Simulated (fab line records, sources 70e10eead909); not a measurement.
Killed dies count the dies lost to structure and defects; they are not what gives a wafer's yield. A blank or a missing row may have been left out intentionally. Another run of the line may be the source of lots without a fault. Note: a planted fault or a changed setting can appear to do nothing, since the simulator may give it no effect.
The tool behind it: which one? ; flow nandHarc ; 24 lots, 72 wafers sampled, at 5 steps of a route of 1302

== WHAT THE GAUGES SHOWED, per wafer ==
NHARC_P_M1_INSPECT_27.
lot;measured;on;rawDefectCount
L074;day 6 13:51;defectInspect-02;293 271 199
L075;day 6 20:10;defectInspect-01;332 257 239
L076;day 7 11:20;defectInspect-01;462 493 351
L077;day 7 12:11;defectInspect-01;255 627 466
L079;day 8 09:08;defectInspect-01;484 223 901
L078;day 8 10:05;defectInspect-02;375 417 303
L080;day 8 20:20;defectInspect-01;348 222 253
L081;day 9 09:01;defectInspect-01;125 194 197
L082;day 9 15:07;defectInspect-01;311 575 423
L083;day 10 01:35;defectInspect-01;220 177 244
L084;day 10 12:58;defectInspect-02;406 413 303
L085;day 11 03:17;defectInspect-01;290 371 490
L086;day 11 07:22;defectInspect-02;352 468 360
L087;day 11 16:44;defectInspect-01;174 189 394
L088;day 12 09:02;defectInspect-02;228 295 209
L089;day 12 10:28;defectInspect-01;130 431 182
L090;day 13 08:26;defectInspect-02;557 412 183
L091;day 13 09:15;defectInspect-01;358 487 324
L092;day 13 16:41;defectInspect-02;332 511 364
L093;day 14 07:35;defectInspect-01;167 161 186
L094;day 14 11:57;defectInspect-02;222 321 344
L095;day 15 11:38;defectInspect-02;171 291 254
L096;day 15 15:49;defectInspect-02;349 243 328
L097;day 16 01:58;defectInspect-02;189 370 194

NHARC_P_M2_THK_MEAS_24: measures by xrf.
lot;measured;on;thkNm (nm)
L074;day 6 18:14;filmMetro-01;141.8 143.7 145.0
L075;day 7 00:35;filmMetro-02;145.0 144.8 144.2
L076;day 7 15:14;filmMetro-01;143.1 144.0 144.0
L077;day 7 16:32;filmMetro-01;146.8 146.7 145.6
L079;day 8 13:08;filmMetro-01;147.2 144.5 146.9
L078;day 8 13:59;filmMetro-02;143.8 144.7 143.9
L080;day 9 00:21;filmMetro-01;144.6 144.9 144.4
L081;day 9 12:56;filmMetro-01;144.7 145.7 144.7
L082;day 9 19:09;filmMetro-02;147.2 145.6 146.6
L083;day 10 05:29;filmMetro-01;144.3 144.4 144.9
L084;day 10 16:51;filmMetro-01;145.2 144.3 146.7
L085;day 11 07:31;filmMetro-02;144.1 142.8 143.0
L086;day 11 11:22;filmMetro-02;141.8 141.1 142.3
L087;day 11 20:50;filmMetro-01;144.8 146.3 143.7
L088;day 12 13:02;filmMetro-01;143.7 144.0 147.4
L089;day 12 14:21;filmMetro-01;145.6 143.3 146.3
L090;day 13 12:34;filmMetro-01;144.1 144.6 144.5
L091;day 13 13:14;filmMetro-01;145.3 144.1 142.9
L092;day 13 20:41;filmMetro-01;145.2 142.5 145.5
L093;day 14 11:28;filmMetro-02;145.9 143.9 143.5
L094;day 14 16:05;filmMetro-01;145.9 146.0 146.7
L095;day 15 15:37;filmMetro-01;143.5 141.4 145.3
L096;day 15 19:49;filmMetro-02;146.2 143.5 145.8
L097;day 16 05:58;filmMetro-01;143.2 145.1 143.4

== TOOL THAT RAN EACH LOT (tool first, then ch and the chambers of the sampled wafers, then the start) ==
lot;NHARC_P_M1_STRIP_18;NHARC_P_M1_DEGAS_29;NHARC_P_M2_ETCH_35
L074;rieDiel-10 ch 2,3, day 6 11:40;pvdSputter-01, day 6 12:18;rieDiel-02 ch 0,2,3, day 6 15:53
L075;rieDiel-10 ch 1,2,3, day 6 18:00;pvdSputter-03, day 6 18:37;rieDiel-02 ch 0,2,3, day 6 21:55
L076;rieDiel-10 ch 0,1,3, day 7 09:11;pvdSputter-02, day 7 09:47;rieDiel-01 ch 2,3, day 7 12:53
L077;rieDiel-09 ch 0,1,3, day 7 10:00;pvdSputter-01, day 7 10:38;rieDiel-01 ch 1,2,3, day 7 13:43
L079;rieDiel-10 ch 0,1,3, day 8 06:53;pvdSputter-01, day 8 07:35;rieDiel-01 ch 2,3, day 8 10:47
L078;rieDiel-10 ch 0,1, day 8 07:41;pvdSputter-01, day 8 08:32;rieDiel-01 ch 0,1,3, day 8 11:38
L080;rieDiel-10 ch 1,2, day 8 18:10;pvdSputter-03, day 8 18:48;rieDiel-02 ch 0,1,2, day 8 22:01
L081;rieDiel-09 ch 1,2,3, day 9 06:48;pvdSputter-03, day 9 07:26;rieDiel-01 ch 0,1, day 9 10:34
L082;rieDiel-06 ch 0,1,2, day 9 12:57;pvdSputter-01, day 9 13:34;rieDiel-11 ch 0,2,3, day 9 16:47
L083;rieDiel-10 ch 0,2,3, day 9 23:24;pvdSputter-03, day 10 00:01;rieDiel-02 ch 0,1,3, day 10 03:08
L084;rieDiel-06 ch 1,2, day 10 10:47;pvdSputter-03, day 10 11:25;rieDiel-11 ch 0,3, day 10 14:31
L085;rieDiel-09 ch 0,1,3, day 11 00:50;pvdSputter-03, day 11 01:27;rieDiel-01 ch 0,3, day 11 04:59
L086;rieDiel-09 ch 0,1,2, day 11 05:14;pvdSputter-03, day 11 05:51;rieDiel-11 ch 0,3, day 11 09:02
L087;rieDiel-06 ch 0,2, day 11 14:33;pvdSputter-02, day 11 15:10;rieDiel-01 ch 2,3, day 11 18:25
L088;rieDiel-10 ch 0,1,2, day 12 06:55;pvdSputter-02, day 12 07:30;rieDiel-11 ch 0,3, day 12 10:42
L089;rieDiel-10 ch 1,2,3, day 12 08:20;pvdSputter-03, day 12 08:55;rieDiel-11 ch 0,1, day 12 12:01
L090;rieDiel-10 ch 1,2,3, day 13 06:14;pvdSputter-01, day 13 06:52;rieDiel-02 ch 0,1,2, day 13 10:06
L091;rieDiel-06 ch 0,1, day 13 07:04;pvdSputter-03, day 13 07:41;rieDiel-11 ch 0,1, day 13 10:55
L092;rieDiel-06 ch 0,3, day 13 14:28;pvdSputter-01, day 13 15:08;rieDiel-01 ch 1,2, day 13 18:21
L093;rieDiel-10 ch 1,3, day 14 05:23;pvdSputter-02, day 14 06:02;rieDiel-11 ch 1,3, day 14 09:08
L094;rieDiel-06 ch 2,3, day 14 09:47;pvdSputter-02, day 14 10:24;rieDiel-02 ch 1,3, day 14 13:37
L095;rieDiel-09 ch 0,1,2, day 15 09:25;pvdSputter-01, day 15 10:03;rieDiel-01 ch 1,2, day 15 13:18
L096;rieDiel-06 ch 0,1,2, day 15 13:37;pvdSputter-01, day 15 14:15;rieDiel-01 ch 0,1,2, day 15 17:29
L097;rieDiel-10 ch 2,3, day 15 23:28;pvdSputter-01, day 16 00:07;rieDiel-02 ch 1,2, day 16 03:38
- NHARC_P_M1_STRIP_18: strips in N2/H2.
- NHARC_P_M1_DEGAS_29: time 60 s.
- NHARC_P_M2_ETCH_35: etches the open film in N2/H2, target depth 40 nm, overetch 12 nm, time 43.94 s.

== WHAT THE TOOLS THEMSELVES READ (means of the sampled wafers that have a number; where no wafer has one, the mark that the record gives instead) ==
NHARC_P_M1_STRIP_18.
lot;tool;drypumpMotorCurrentA (A);oesProductAu (a.u.);rfVppV (V);showerheadPlenumPTorr (Torr);throttleValvePct (%)
L074;rieDiel-10;5.4;0.999;91.2;2.03;14.182
L075;rieDiel-10;5.3;0.998;91.1;2.05;14.172
L076;rieDiel-10;5.7;0.998;91.1;2.10;14.164
L077;rieDiel-09;5.8;1.009;90.9;2.07;14.170
L079;rieDiel-10;5.7;1.002;91.5;2.10;14.161
L078;rieDiel-10;5.5;0.994;91.4;2.12;14.163
L080;rieDiel-10;5.2;1.005;90.8;2.07;14.163
L081;rieDiel-09;5.8;1.004;90.5;2.04;14.182
L082;rieDiel-06;5.7;0.991;90.3;2.06;14.179
L083;rieDiel-10;5.4;0.993;91.5;2.06;14.171
L084;rieDiel-06;5.9;0.993;90.8;2.00;14.179
L085;rieDiel-09;5.8;1.008;90.9;2.06;14.174
L086;rieDiel-09;6.0;1.006;90.2;2.11;14.175
L087;rieDiel-06;5.5;0.998;91.2;2.09;14.167
L088;rieDiel-10;5.3;0.996;91.7;2.08;14.184
L089;rieDiel-10;5.3;0.988;92.2;2.05;14.174
L090;rieDiel-10;5.3;0.987;91.1;2.04;14.166
L091;rieDiel-06;5.6;0.999;90.5;2.08;14.176
L092;rieDiel-06;5.3;0.980;90.7;2.00;14.170
L093;rieDiel-10;5.6;0.995;91.2;2.06;14.168
L094;rieDiel-06;5.8;0.984;90.0;1.96;14.176
L095;rieDiel-09;6.0;0.993;91.4;2.10;14.176
L096;rieDiel-06;5.7;1.001;91.0;2.06;14.181
L097;rieDiel-10;5.4;0.995;91.4;2.02;14.167

NHARC_P_M1_DEGAS_29.
lot;tool;heaterPowerW (W)
L074;pvdSputter-01;351
L075;pvdSputter-03;317
L076;pvdSputter-02;394
L077;pvdSputter-01;340
L079;pvdSputter-01;346
L078;pvdSputter-01;367
L080;pvdSputter-03;317
L081;pvdSputter-03;303
L082;pvdSputter-01;342
L083;pvdSputter-03;337
L084;pvdSputter-03;333
L085;pvdSputter-03;321
L086;pvdSputter-03;325
L087;pvdSputter-02;383
L088;pvdSputter-02;384
L089;pvdSputter-03;305
L090;pvdSputter-01;350
L091;pvdSputter-03;332
L092;pvdSputter-01;330
L093;pvdSputter-02;398
L094;pvdSputter-02;385
L095;pvdSputter-01;353
L096;pvdSputter-01;361
L097;pvdSputter-01;339

NHARC_P_M2_ETCH_35.
lot;tool;drypumpMotorCurrentA (A);oesProductAu (a.u.);rfVppV (V);showerheadPlenumPTorr (Torr);throttleValvePct (%)
L074;rieDiel-02;5.7;1.000;429.3;1.99;14.169
L075;rieDiel-02;5.7;0.997;428.9;1.99;14.176
L076;rieDiel-01;5.6;1.003;431.7;2.07;14.174
L077;rieDiel-01;5.9;1.011;431.2;2.09;14.167
L079;rieDiel-01;5.6;1.009;431.1;2.07;14.164
L078;rieDiel-01;6.0;1.007;433.1;2.13;14.167
L080;rieDiel-02;5.5;0.994;429.9;2.00;14.177
L081;rieDiel-01;6.1;1.009;432.8;2.13;14.174
L082;rieDiel-11;5.9;0.995;433.3;2.13;14.174
L083;rieDiel-02;5.7;1.005;426.9;1.92;14.176
L084;rieDiel-11;5.5;0.997;433.3;2.14;14.180
L085;rieDiel-01;5.8;0.999;434.0;2.15;14.176
L086;rieDiel-11;5.9;0.999;434.1;2.17;14.173
L087;rieDiel-01;5.7;0.994;432.0;2.09;14.175
L088;rieDiel-11;5.9;1.008;434.9;2.17;14.164
L089;rieDiel-11;5.4;0.984;430.4;2.01;14.176
L090;rieDiel-02;5.5;0.983;429.8;2.00;14.177
L091;rieDiel-11;5.2;0.997;431.9;2.06;14.170
L092;rieDiel-01;6.0;1.004;432.0;2.08;14.166
L093;rieDiel-11;5.7;0.987;431.7;2.04;14.166
L094;rieDiel-02;5.7;1.000;425.9;1.90;14.162
L095;rieDiel-01;6.1;1.004;432.1;2.08;14.170
L096;rieDiel-01;5.9;1.000;432.3;2.11;14.161
L097;rieDiel-02;5.6;0.993;431.6;2.06;14.165

== THE ANSWER, worked out from the rows above alone ==
Rule: the lots themselves supply what counts as usual. The widest of any qualifying gaps counts: lots, ordered by their means at a reading, are off when they make up no more than a third of the lots, leave a main group of 4 or more, and stand apart from it by 3 or more times the standard deviation of that group's means. A main group whose means are all the same, to the digits that the tables above print for the reading, isn't used. A lot without any number at a reading at which 4 lots or more have one is off too. All remaining lots with rows at the step are treated as sound. After the gauges, taken in route order, come the tools' own readings; for these a lot's mean is taken, as printed above. The first step at which some lot is off is used, and at that step the reading that is off furthest; a lot without a number counts as furthest.
Nothing can be told from this: no lot is off at any reading shown.

== WHAT THE SIMULATOR PUT IN ==
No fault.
